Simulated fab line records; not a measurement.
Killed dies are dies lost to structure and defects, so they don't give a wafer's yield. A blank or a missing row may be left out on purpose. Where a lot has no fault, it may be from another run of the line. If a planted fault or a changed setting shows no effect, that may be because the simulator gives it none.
Chamber matching + flow n5 finfet + N5_BEOL_M5_CO_CAP_78 on cvd co-02: 3 sister chambers
The step material Co, precursor CCTBA/H2, target thk 2 nm, time 102.1 s. 6 wafers are shown with their chamber, then 7 later ones without.

EACH WAFER AND ITS CHAMBER
| wafer  | chamber | heater power w (W) |
|--------|---------|--------------------|
| L895.4 | 0       | 239                |
| L903.2 | 2       | 244                |
| L903.3 | 1       | 217                |
| L903.6 | 2       | 241                |
| L901.1 | 1       | 214                |
| L901.4 | 0       | 240                |

WAFERS WITHOUT THEIR CHAMBER
| wafer  | heater power w (W) |
|--------|--------------------|
| L901.5 | 240                |
| L908.1 | 240                |
| L908.2 | 250                |
| L908.5 | 234                |
| L911.2 | 242                |
| L911.3 | 217                |
| L911.5 | 214                |

EACH ONE'S CHAMBER
| wafer  | from the rows above     | in truth |
|--------|-------------------------|----------|
| L901.5 | can't be placed: 0 or 2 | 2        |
| L908.1 | can't be placed: 0 or 2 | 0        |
| L908.2 | can't be placed: 2 or 0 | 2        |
| L908.5 | can't be placed: 0 or 2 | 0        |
| L911.2 | can't be placed: 2 or 0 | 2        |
| L911.3 | 1                       | 1        |
| L911.5 | 1                       | 1        |
Correctly placed: 2 of 7. From these rows, 5 cannot be placed; in 5 the true chamber is one of the candidates. Wrongly placed: 0.
How it was worked out, from the rows above alone: a wafer's distance from a chamber is the root of the sum, over the readings, of the square of ((its reading less the chamber's mean) divided by the reading's scatter). The wafer belongs to the nearest chamber; if the next one is less than 2 further off, it can't be placed. Each chamber's mean is taken over the wafers shown for it. The scatter is the square root of a quotient: the sum, over the shown wafers, of each reading's squared deviation from its chamber's mean, divided by wafers minus chambers.
